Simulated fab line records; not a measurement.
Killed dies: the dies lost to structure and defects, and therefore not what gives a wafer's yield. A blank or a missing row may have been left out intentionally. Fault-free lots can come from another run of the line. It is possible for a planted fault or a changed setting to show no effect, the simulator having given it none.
fab line records	flow n5Finfet	part 1 of 2: steps 1 to 9 of 10
record: lots: 6	wafers: 18	lastDay: 18
route steps=1938 shown BEOL_M4@1111 BEOL_M11@1556 BEOL_M15@1830 PASSIVATION@1936
lots that met no fault: taken from a fault-free run of the same line
startH: hours from the record's opening day to when the first of the lot's shown wafers began	waitH: how many hours have passed since the lot's step before this one	" identical to the entry in the row above	L1.1+2: a single row standing in for several wafers	- value missing, or start not given	* or withheld: withheld	< > ~ a bound
route shown NAME@n: a module of which the file shows steps, and the number in the route of the first	usual: mean/standard deviation of fault-free wafers	same: alike in all rows	chamber/n: place in a boat	sites: readings site by site	_std_site: the standard deviation of these	_edge_site: the outer-site mean with the inner-site mean subtracted	radiusMm: how far each site lies from the wafer's centre	mask NAME#n: copy n	behind: the tool/chamber that last shaped the wafer	hold: the reason the lot was held/the length of the hold in hours/how it ended	device: whichever transistor did not switch (one of n, p or np)	end of line: the route-end tests of the same wafers	a step given without rows: its recipe and nothing more	killed: count of dies lost to structure and defects at first sort (not the wafer's yield)	map: the dies of a wafer, with x for killed, . for not killed, _ for no die there
set.NAME: the setting as run; set.NAME@STEP: as run at that earlier step	model.NAME: the simulator's own value behind a step, which no gauge read
route steps across a sampled set of lots; one table per step, one row per wafer
services: a tool's chamber out of use, with start hour (startH, from the record's first day; less than 0 if before it), hours out, and reason
== steps ==
step: N5_BEOL_M4_RC_MEAS_101
usual: DIBL_N: 36.0/1.8	DIBL_P: 36.3/2.4	IOFF_N: 0.16/0.035	IOFF_P: 0.21/0.036	ION_N: 673/13	ION_P: 461/7.2	SS_N: 71.4/0.6	SS_P: 73.2/0.7	VT_N: 250/4	VT_P: -250.9/2.9
lot.wafer	tool	chamber	startH	waitH	DIBL_N[mV/V]	DIBL_P[mV/V]	IOFF_N[nA/um]	IOFF_P[nA/um]	ION_N[uA/um]	ION_P[uA/um]	SS_N[mV/dec]	SS_P[mV/dec]	VT_N[mV]	VT_P[mV]
L317.1	prober-02	0	202.87	0.0	33.9	34.9	0.13	0.17	674	461	70.4	73.2	254	-250.4
L317.3	"	0	"	"	37.5	37.1	0.19	0.20	668	455	72.0	73.4	248	-251.0
L317.4	"	0	"	"	35.4	36.2	0.15	0.19	678	470	71.5	73.2	249	-250.7
L319.2	prober-01	0	215.20	0.2	35.3	37.0	0.15	0.20	675	464	71.0	73.5	249	-252.4
L319.3	"	0	"	"	35.7	36.7	0.15	0.20	666	459	71.3	73.3	253	-251.4
L319.6	"	0	"	"	32.9	34.1	0.11	0.16	668	465	71.0	72.7	255	-253.0
L330.3	prober-02	0	280.20	0.3	35.5	37.7	0.18	0.22	683	467	70.6	73.8	247	-248.6
L330.5	"	0	"	"	34.0	35.7	0.14	0.19	682	469	71.1	72.9	251	-251.5
L330.6	"	0	"	"	36.1	37.6	0.17	0.23	680	457	71.8	73.7	247	-248.3
L331.2	prober-01	0	286.77	0.2	37.1	38.5	0.16	0.23	678	465	71.7	73.3	251	-248.7
L331.3	"	0	"	"	35.1	35.2	0.12	0.20	664	463	71.3	72.1	257	-251.2
L331.6	"	0	"	"	37.7	38.7	0.17	0.24	680	470	71.9	73.4	250	-249.4
L336.2	prober-01	0	318.44	0.2	37.2	37.1	0.16	0.21	673	457	71.4	73.4	250	-252.4
L336.3	"	0	"	"	37.9	36.6	0.16	0.21	681	461	72.1	74.0	250	-252.9
L336.5	"	0	"	"	39.3	38.0	0.20	0.25	687	464	72.2	73.7	247	-246.7
L335.1	prober-02	0	319.72	0.0	37.5	39.3	0.18	0.24	691	475	71.0	73.8	246	-246.5
L335.2	"	0	"	"	37.7	39.7	0.18	0.25	680	471	72.0	74.1	247	-247.2
L335.5	"	0	"	"	36.6	38.0	0.16	0.23	685	474	71.1	73.4	246	-248.1
step: N5_BEOL_M11_STRIP_67
recipe: chemistry: CF4	resist: SiARC	powerW: 300	biasPowerW: 75	pressureMtorr: 50	cf4FlowSccm: 150	rfFrequencyHz: 6e+07
usual: chamberPressureMTorr: 49.99/0.086	drypumpMotorCurrentA: 5.7/0.37	oesProductAu: 0.78/0.082	rfVppV: 270.8/1.5	showerheadPlenumPTorr: 1.78/0.053	throttleValvePct: 13.59/0.28
lot.wafer	tool	chamber	startH	waitH	chamberPressureMTorr	drypumpMotorCurrentA	oesProductAu	rfHoursCounterH	rfVppV	showerheadPlenumPTorr	throttleValvePct
L317.1	rieDiel-02	0	264.81	0.0	50.00	5.7	0.92	23	271.0	1.81	13.20
L317.3	"	3	"	"	50.04	4.9	0.72	229	270.4	1.72	14.09
L317.4	"	1	"	"	50.11	6.3	0.94	11	270.9	1.75	13.12
L319.2	rieDiel-02	1	280.89	0.0	49.98	6.4	0.92	15	270.1	1.74	13.12
L319.3	"	2	"	"	50.06	5.9	0.74	171	270.6	1.79	13.85
L319.6	"	1	"	"	50.00	6.3	0.93	-	272.0	1.74	13.12
L330.3	rieDiel-03	0	348.13	0.0	50.04	5.9	0.80	97	269.3	1.73	13.39
L330.5	"	1	"	"	49.97	5.7	0.73	-	270.1	1.77	13.48
L330.6	"	0	"	"	50.03	5.9	0.81	-	269.2	1.73	13.38
L331.2	rieDiel-03	3	354.87	0.0	49.97	5.5	0.68	235	270.8	1.85	13.79
L331.3	"	1	"	"	50.02	5.7	0.74	194	270.7	1.77	13.47
L331.6	"	3	"	"	49.96	5.5	0.68	-	270.3	1.84	13.79
L335.1	rieDiel-02	1	389.80	0.0	49.90	6.3	0.86	52	269.2	1.73	13.19
L335.2	"	2	"	"	49.94	5.8	0.71	209	270.7	1.78	13.94
L335.5	"	0	"	"	49.98	5.7	0.86	-	271.8	1.80	13.28
L336.2	rieDiel-03	0	391.18	0.0	49.99	5.9	0.79	110	269.5	1.73	13.40
L336.3	"	3	"	"	50.01	5.5	0.68	245	272.0	1.84	13.82
L336.5	"	1	"	"	50.06	5.7	0.73	-	269.6	1.77	13.51
step: N5_BEOL_M11_CD_MEAS_28
recipe: targetCdNm: 70	landingEnergyEv: 500	detector: seInlens	polarity: opening
usual: cdNm: 69.9/0.97
same: landingEnergyEv: 500
lot.wafer	tool	chamber	startH	waitH	cdNm
L317.1	cdSem-01	0	266.18	-	70.1
L317.3	"	0	"	"	70.1
L317.4	"	0	"	"	69.6
L319.2	cdSem-02	0	282.16	-	69.6
L319.3	"	0	"	"	70.2
L319.6	"	0	"	"	71.0
L330.3	cdSem-02	0	350.39	-	71.0
L330.5	"	0	"	"	69.7
L330.6	"	0	"	"	72.2
L331.2	cdSem-03	0	356.26	-	69.7
L331.3	"	0	"	"	68.5
L331.6	"	0	"	"	69.3
L335.1	cdSem-02	0	390.35	-	69.2
L335.2	"	0	"	"	69.8
L335.5	"	0	"	"	71.5
L336.2	cdSem-01	0	392.91	-	69.1
L336.3	"	0	"	"	69.9
L336.5	"	0	"	"	70.3
step: N5_BEOL_M11_ETCH_66
recipe: chemistry: N2/H2	target: SOC	targetDepthA: 1200	overetchA: 240	maskMaterial: SiARC	tempC: 40	timeS: 180	ionEnergyEv: 200	pressureMtorr: 30	sourceW: 840	biasW: 150	n2FlowSccm: 200	h2FlowSccm: 200
usual: biasW: 150.0/0.45	chamberPressureMTorr: 29.999/0.026	drypumpMotorCurrentA: 5.7/0.4	oesProductAu: 0.63/0.07	rfVppV: 523.5/2.6	runLengthS: 203.4/0.37	showerheadPlenumPTorr: 2.53/0.088	tempC: 40.01/0.11	throttleValvePct: 17.83/0.22
lot.wafer	tool	chamber	startH	waitH	biasW	chamberPressureMTorr	drypumpMotorCurrentA	oesProductAu	rfHoursCounterH	rfVppV	runLengthS	showerheadPlenumPTorr	tempC	throttleValvePct
L317.1	rieDiel-02	2	266.65	0.0	150.7	29.993	5.9	0.60	167	524.3	203.5	2.54	40.09	18.16
L317.3	"	0	"	"	149.9	29.957	5.7	0.74	24	526.1	203.4	2.61	40.01	17.74
L317.4	"	3	"	"	149.5	29.988	4.9	0.58	230	518.8	202.9	2.40	39.87	18.15
L319.2	rieDiel-02	0	282.37	0.0	149.9	30.003	5.7	0.73	28	525.0	203.8	2.61	39.97	17.73
L319.3	"	2	"	"	149.7	30.014	5.8	0.60	171	522.6	203.1	2.54	40.05	18.17
L319.6	"	2	"	"	149.5	29.964	5.8	0.60	-	523.8	203.3	2.54	40.12	18.17
L330.3	rieDiel-02	3	350.75	0.0	151.1	30.062	4.9	0.79	3	526.9	202.8	2.71	40.10	17.71
L330.5	"	0	"	"	149.9	29.971	5.7	0.71	-	525.1	203.6	2.60	40.07	17.77
L330.6	"	1	"	"	149.8	29.970	6.3	0.71	-	521.0	202.9	2.48	39.95	17.46
L331.2	rieDiel-02	1	356.44	0.0	150.2	29.981	6.4	0.71	41	523.2	203.0	2.48	40.23	17.48
L331.3	"	3	"	"	150.3	30.020	4.9	0.80	4	529.2	203.7	2.71	40.04	17.73
L331.6	"	2	"	"	150.5	29.977	5.9	0.59	-	523.1	203.5	2.53	39.91	18.22
L335.1	rieDiel-03	1	390.53	0.0	150.4	30.003	5.7	0.59	203	524.0	203.3	2.52	40.01	17.70
L335.2	"	3	"	"	150.0	29.944	5.5	0.54	245	526.7	203.5	2.62	40.03	17.93
L335.5	"	3	"	"	150.4	30.008	5.5	0.54	-	525.6	203.2	2.62	40.11	17.92
L336.2	rieDiel-03	1	393.09	0.0	150.0	30.014	5.7	0.59	204	522.4	203.2	2.52	39.95	17.68
L336.3	"	2	"	"	149.6	30.002	6.0	0.58	228	520.6	203.7	2.42	39.89	18.07
L336.5	"	2	"	"	149.4	30.033	6.1	0.59	-	519.2	203.8	2.42	40.03	18.06
step: N5_BEOL_M11_TRENCH_ETCH_37
recipe: chemistry: C4F6/O2	targetDepthA: 1488.3	target: SiCOH_lowk	timeS: 48	ionEnergyEv: 250	pressureMtorr: 30	sourceW: 345	biasW: 185	Ar_flow_sccm: 300	C4F6_flow_sccm: 10	O2_flow_sccm: 10
usual: biasW: 185.0/0.53	chamberPressureMTorr: 30.003/0.027	drypumpMotorCurrentA: 5.7/0.4	mfcArSccm: 299.9/0.9	oes_ar_750_au: 0.78/0.085	oes_o_777_au: 0.78/0.085	oesProductAu: 0.78/0.089	rfVppV: 667/12	runLengthS: 71.3/0.35	showerheadPlenumPTorr: 2.84/0.095	throttleValvePct: 20.95/0.17
lot.wafer	tool	chamber	startH	waitH	biasW	chamberPressureMTorr	drypumpMotorCurrentA	mfcArSccm	oes_ar_750_au	oes_o_777_au	oesProductAu	rfHoursCounterH	rfVppV	runLengthS	showerheadPlenumPTorr	throttleValvePct
L317.1	rieDiel-02	2	266.88	-	184.2	30.011	5.8	298.9	0.75	0.74	0.74	167	668	71.2	2.86	21.29
L317.3	"	0	"	"	184.8	30.024	5.7	301.0	0.91	0.91	0.91	24	669	71.3	2.90	20.66
L317.4	"	3	"	"	184.9	29.992	4.9	301.3	0.73	0.76	0.71	230	663	70.7	2.68	21.22
L319.2	rieDiel-02	0	282.59	-	184.5	30.052	5.7	300.7	0.91	0.91	0.91	28	669	71.5	2.89	20.69
L319.3	"	2	"	"	184.6	30.029	5.9	300.6	0.75	0.74	0.74	171	668	71.1	2.86	21.31
L319.6	"	2	"	"	184.0	30.017	5.8	299.4	0.74	0.74	0.74	-	669	71.3	2.86	21.30
L330.3	rieDiel-02	3	350.98	-	186.3	30.010	4.9	299.7	1.00	1.04	0.99	3	675	70.7	3.01	20.86
L330.5	"	0	"	"	-	30.001	5.7	300.6	0.88	0.87	0.86	-	670	54.7	2.89	20.71
L330.6	"	1	"	"	185.4	29.975	6.3	300.1	0.88	0.85	0.87	-	656	70.9	2.81	20.83
L331.2	rieDiel-02	1	356.66	-	-	30.029	6.4	300.5	0.88	0.85	0.88	41	656	54.6	2.81	20.83
L331.3	"	3	"	"	186.0	30.008	4.9	299.7	0.98	1.02	0.99	5	673	70.8	3.01	20.85
L331.6	"	2	"	"	184.9	29.998	5.9	301.4	0.72	0.72	0.72	-	667	71.7	2.85	21.34
L335.1	rieDiel-03	1	390.75	-	185.6	29.917	5.7	299.4	0.73	0.72	0.73	203	683	71.0	2.84	20.90
L335.2	"	3	"	"	184.8	29.956	5.5	301.4	0.67	0.68	0.67	245	653	71.2	2.92	20.99
L335.5	"	3	"	"	185.3	30.026	5.5	300.0	0.67	0.68	0.67	-	651	71.2	2.92	20.99
L336.2	rieDiel-03	1	393.31	-	185.9	29.963	5.7	300.7	0.73	0.72	0.73	204	679	71.2	2.84	20.89
L336.3	"	2	"	"	185.1	30.005	6.0	299.4	0.72	0.71	0.72	228	665	71.6	2.70	21.04
L336.5	"	2	"	"	185.2	30.035	6.0	297.0	0.72	0.70	0.71	-	666	72.0	2.70	21.04
step: N5_BEOL_M11_OCD_MEAS_38
usual: trenchDepthNm: 147.9/1.9
lot.wafer	tool	chamber	startH	waitH	trenchDepthNm
L317.1	ocd-01	-	267.06	-	148.1
L317.3	"	-	"	"	147.1
L317.4	"	-	"	"	149.5
L319.2	ocd-01	-	282.78	-	148.5
L319.3	"	-	"	"	149.3
L319.6	"	-	"	"	149.1
L330.3	ocd-01	-	351.16	-	152.0
L330.5	"	-	"	"	95.7
L330.6	"	-	"	"	147.9
L331.2	ocd-01	-	356.85	-	97.2
L331.3	"	-	"	"	152.9
L331.6	"	-	"	"	146.1
L335.1	ocd-02	-	390.93	-	148.0
L335.2	"	-	"	"	144.8
L335.5	"	-	"	"	145.3
L336.2	ocd-01	-	393.50	-	150.3
L336.3	"	-	"	"	147.3
L336.5	"	-	"	"	147.0
step: N5_BEOL_M11_THK_MEAS_53
recipe: thkMeasGauge: xrf	reads: Cu_of_BEOL_M11_ECD_50
usual: M11_THK: 138.8/2.1
lot.wafer	tool	chamber	startH	waitH	M11_THK[nm]
L317.1	filmMetro-01	-	270.47	-	137.7
L317.3	"	-	"	"	137.7
L317.4	"	-	"	"	140.7
L319.2	filmMetro-01	-	286.84	-	140.4
L319.3	"	-	"	"	138.7
L319.6	"	-	"	"	139.6
L330.3	filmMetro-01	-	353.86	-	142.5
L330.5	"	-	"	"	85.0
L330.6	"	-	"	"	139.9
L331.2	filmMetro-01	-	359.17	-	86.9
L331.3	"	-	"	"	144.2
L331.6	"	-	"	"	138.0
L335.1	filmMetro-02	-	394.93	-	139.2
L335.2	"	-	"	"	136.7
L335.5	"	-	"	"	134.9
L336.2	filmMetro-02	-	395.83	-	139.3
L336.3	"	-	"	"	136.9
L336.5	"	-	"	"	136.4
step: N5_BEOL_M11_RS_MEAS_57
recipe: thkMeasGauge: four-point-probe	reads: Cu_of_BEOL_M11_ECD_50+Co_of_BEOL_M11_CVD_75+TaN_of_BEOL_M11_ALD_74
usual: M11_RS: 0.1518/0.0025
lot.wafer	tool	chamber	startH	waitH	M11_RS[ohm/sq]
L317.1	filmMetro-02	-	270.60	0.0	0.1529
L317.3	"	-	"	"	0.1529
L317.4	"	-	"	"	0.1488
L319.2	filmMetro-01	-	286.96	0.0	0.1500
L319.3	"	-	"	"	0.1523
L319.6	"	-	"	"	0.1509
L330.3	filmMetro-02	-	353.98	0.0	0.1479
L330.5	"	-	"	"	0.2635
L330.6	"	-	"	"	0.1501
L331.2	filmMetro-01	-	359.31	0.0	0.2566
L331.3	"	-	"	"	0.1451
L331.6	"	-	"	"	0.1531
L335.1	filmMetro-01	-	395.09	0.1	0.1517
L335.2	"	-	"	"	0.1552
L335.5	"	-	"	"	0.1573
L336.2	filmMetro-01	-	395.95	0.0	0.1516
L336.3	"	-	"	"	0.1537
L336.5	"	-	"	"	0.1547
step: N5_BEOL_M15_RC_MEAS_101
usual: COMB_M10: 1.58e-11/2.6e-12	COMB_M12: 7e-12/1.5e-12	COMB_M13: 5.5e-12/1.2e-12	COMB_M13_max_site: 7.5e-12/1.9e-12	COMB_M14: 4.3e-12/9.2e-13	COMB_M15: 3.2e-12/6.1e-13	COMB_M5: 3.8e-11/8.2e-12	COMB_M6: 2.6e-11/5.4e-12	COMB_M7: 2.6e-11/4.9e-12	COMB_M8: 2.6e-11/5.3e-12	COMB_M9: 1.47e-11/2.8e-12	SERP_M10: 3.03/0.07	SERP_M11: 3.08/0.072	SERP_M11_max_site: 3.16/0.082	SERP_M12: 0.636/0.014	SERP_M13: 0.312/0.0054	SERP_M14: 0.161/0.0035	SERP_M14_max_site: 0.163/0.0036	SERP_M5: 39.4/1.4	SERP_M6: 13.8/0.53	SERP_M7: 13.9/0.58	SERP_M8: 13.8/0.52	SERP_M9: 3.08/0.077
lot.wafer	tool	chamber	startH	waitH	COMB_M10[S/m]	COMB_M12[S/m]	COMB_M13[S/m]	COMB_M13_max_site[S/m]	COMB_M14[S/m]	COMB_M15[S/m]	COMB_M5[S/m]	COMB_M6[S/m]	COMB_M7[S/m]	COMB_M8[S/m]	COMB_M9[S/m]	SERP_M10[ohm/um]	SERP_M11[ohm/um]	SERP_M11_max_site[ohm/um]	SERP_M12[ohm/um]	SERP_M13[ohm/um]	SERP_M14[ohm/um]	SERP_M14_max_site[ohm/um]	SERP_M5[ohm/um]	SERP_M6[ohm/um]	SERP_M7[ohm/um]	SERP_M8[ohm/um]	SERP_M9[ohm/um]
L317.1	prober-01	0	293.80	0.0	1.34e-11	6.9e-12	4.1e-12	5.3e-12	4.1e-12	2.3e-12	4.5e-11	2e-11	2.5e-11	2.6e-11	1.52e-11	3.07	3.06	3.11	0.627	0.310	0.157	0.159	38.2	13.8	14.5	13.9	3.17
L317.3	"	0	"	"	1.62e-11	8.8e-12	4.6e-12	6.3e-12	3.5e-12	3e-12	5e-11	3.1e-11	2.4e-11	2.4e-11	1.33e-11	3.00	3.07	3.28	0.636	0.308	0.158	0.160	39.8	13.9	13.8	15.0	3.23
L317.4	"	0	"	"	1.37e-11	7.8e-12	5.6e-12	7.4e-12	3.4e-12	3.2e-12	3.9e-11	2.7e-11	3.5e-11	2.5e-11	1.36e-11	3.09	3.07	3.10	0.636	0.313	0.154	0.156	39.9	13.0	13.9	14.3	3.22
L319.2	prober-01	0	310.82	0.2	1.75e-11	4.9e-12	4.9e-12	8.1e-12	3.2e-12	3.9e-12	3.4e-11	2.2e-11	3.1e-11	2.8e-11	1.38e-11	2.98	3.07	3.21	0.642	0.316	0.167	0.168	37.6	13.9	14.0	13.4	2.99
L319.3	"	0	"	"	1.96e-11	8e-12	5.9e-12	8.7e-12	2.8e-12	2.9e-12	3.3e-11	2.6e-11	2.4e-11	3.2e-11	1.36e-11	3.02	3.16	3.28	0.648	0.318	0.160	0.163	38.7	13.3	14.3	13.6	3.02
L319.6	"	0	"	"	1.75e-11	5.7e-12	6e-12	9.2e-12	2.8e-12	3.2e-12	3.8e-11	2.6e-11	2.6e-11	3e-11	1.3e-11	2.93	3.08	3.16	0.632	0.311	0.168	0.172	37.9	13.5	15.1	13.2	3.05
L330.3	prober-02	0	376.54	1.0	1.8e-11	6.8e-12	7.7e-12	9e-12	5e-12	3.2e-12	4.2e-11	2.5e-11	2.5e-11	2.3e-11	1.31e-11	2.93	2.99	3.05	0.665	0.322	0.162	0.165	38.2	13.6	13.6	12.9	3.17
L330.5	"	0	"	"	1.71e-11	6.3e-12	9.4e-12	1.36e-11	4.7e-12	4.1e-12	3e-11	1.8e-11	3.5e-11	2.7e-11	1.74e-11	2.96	5.21	5.37	0.646	0.313	0.153	0.154	38.4	13.9	13.0	13.2	3.07
L330.6	"	0	"	"	1.45e-11	8.4e-12	6.9e-12	8.6e-12	5.2e-12	3.7e-12	3.8e-11	2.5e-11	2.2e-11	2e-11	1.75e-11	3.08	3.08	3.17	0.653	0.316	0.162	0.165	37.9	13.8	14.1	13.5	3.03
L331.2	prober-02	0	387.88	0.2	1.44e-11	7.8e-12	4.5e-12	6e-12	5.6e-12	3.8e-12	3e-11	2.7e-11	2.9e-11	2.7e-11	1.68e-11	3.11	5.25	5.34	0.619	0.307	0.158	0.158	38.2	14.7	14.0	13.3	3.08
L331.3	"	0	"	"	1.3e-11	7.8e-12	5.3e-12	6.2e-12	5.2e-12	3.3e-12	3.7e-11	1.8e-11	2.3e-11	3.3e-11	1.42e-11	3.01	2.91	2.96	0.611	0.311	0.157	0.159	38.5	14.2	14.3	14.3	3.03
L331.6	"	0	"	"	1.32e-11	6.8e-12	5.4e-12	7.4e-12	3e-12	3.8e-12	3.3e-11	3.7e-11	2.6e-11	2.1e-11	1.75e-11	2.92	3.04	3.21	0.623	0.322	0.157	0.159	39.0	13.9	13.8	14.1	3.02
L335.1	prober-01	0	421.78	0.0	1.87e-11	5.1e-12	5e-12	5.8e-12	4.1e-12	3.2e-12	2.9e-11	3e-11	1.8e-11	2.8e-11	1.29e-11	3.12	3.09	3.22	0.644	0.315	0.160	0.161	41.0	14.4	13.3	12.8	3.06
L335.2	"	0	"	"	1.49e-11	5.4e-12	4.2e-12	6.2e-12	3.8e-12	3.6e-12	2.5e-11	1.4e-11	2.2e-11	2.2e-11	1.39e-11	3.11	3.24	3.30	0.654	0.308	0.165	0.166	40.7	14.5	13.5	13.8	3.12
L335.5	"	0	"	"	1.62e-11	6e-12	3.6e-12	5.6e-12	4.4e-12	3.2e-12	2.9e-11	2.4e-11	2.2e-11	2.3e-11	1.43e-11	3.23	3.20	3.35	0.664	0.310	0.163	0.164	39.9	14.6	13.5	13.2	2.93
L336.2	prober-02	0	422.42	0.2	1.8e-11	8.2e-12	6.7e-12	9.4e-12	6.3e-12	3.1e-12	3.4e-11	2.6e-11	2.1e-11	2.2e-11	1.48e-11	2.90	3.02	3.20	0.626	0.313	0.158	0.161	39.1	14.3	15.1	13.8	3.09
L336.3	"	0	"	"	1.7e-11	7.2e-12	4.6e-12	7.3e-12	5.8e-12	2.9e-12	5.3e-11	2.9e-11	2.8e-11	2.6e-11	2.11e-11	2.97	3.05	3.10	0.601	0.311	0.162	0.163	37.8	13.5	14.9	13.5	3.03
L336.5	"	0	"	"	1.46e-11	8e-12	5.6e-12	7.8e-12	4.5e-12	3.7e-12	3.3e-11	1.7e-11	2.5e-11	2.3e-11	1.93e-11	2.91	3.07	3.14	0.648	0.310	0.161	0.162	39.7	13.8	14.2	13.7	2.99
sites SERP_M11 radiusMm=0,75,75,75,75,140,140,140,140
L317.1 3.03 3.11 3.06 3.07 3.08 3.11 3.04 3.06 3.05
L319.2 2.94 3.07 3.02 3.05 3.02 3.20 3.14 3.21 3.15
L330.3 3.03 2.99 3.05 2.98 3.03 2.91 3.02 2.96 2.99
L331.2 5.30 5.28 5.28 5.34 5.25 5.06 4.88 5.03 4.90
L335.1 2.97 3.04 3.07 3.01 3.09 3.14 3.15 3.12 3.22
L336.2 2.96 3.02 2.99 3.02 3.04 3.10 3.06 2.98 3.20
== key ==
firstSign: step: N5_BEOL_M11_TRENCH_ETCH_37	reading: runLengthS	direction: down	sigmas: 47	usual: *	struck: *
effect: step: N5_BEOL_M11_OCD_MEAS_38	reading: trenchDepthNm	direction: down	sigmas: 27	usual: 147.9	struck: 96.5
effect: step: N5_BEOL_M11_THK_MEAS_53	reading: M11_THK	direction: down	sigmas: 25	usual: 138.8	struck: 86.0
effect: step: N5_BEOL_M11_RS_MEAS_57	reading: M11_RS	direction: up	sigmas: 43	usual: 0.1518	struck: 0.2600
effect: step: N5_BEOL_M15_RC_MEAS_101	reading: SERP_M11	direction: up	sigmas: 30	usual: 3.08	struck: 5.23
effect: step: N5_PASSIVATION_PROBE_49	reading: sort_bin_8_speed	direction: up	sigmas: 10	usual: 0	struck: 0.89
metAt N5_BEOL_M11_TRENCH_ETCH_37
struckLots L330,L331
struckWafers L330.5,L331.2
notActingAt N5_BEOL_M11_STRIP_67,N5_BEOL_M11_CD_MEAS_28,N5_BEOL_M11_ETCH_66
onsetBetween 282.59 350.98
fault: kind: processParameterDrift	tool: rieDiel-02	chamber: -	onsetH: 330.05	steps: N5_BEOL_M11_TRENCH_ETCH_37	channel: timeS	offset: *	shape: step	endH: 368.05	scope: struckWafersOnly	actsIn: *	stated: *
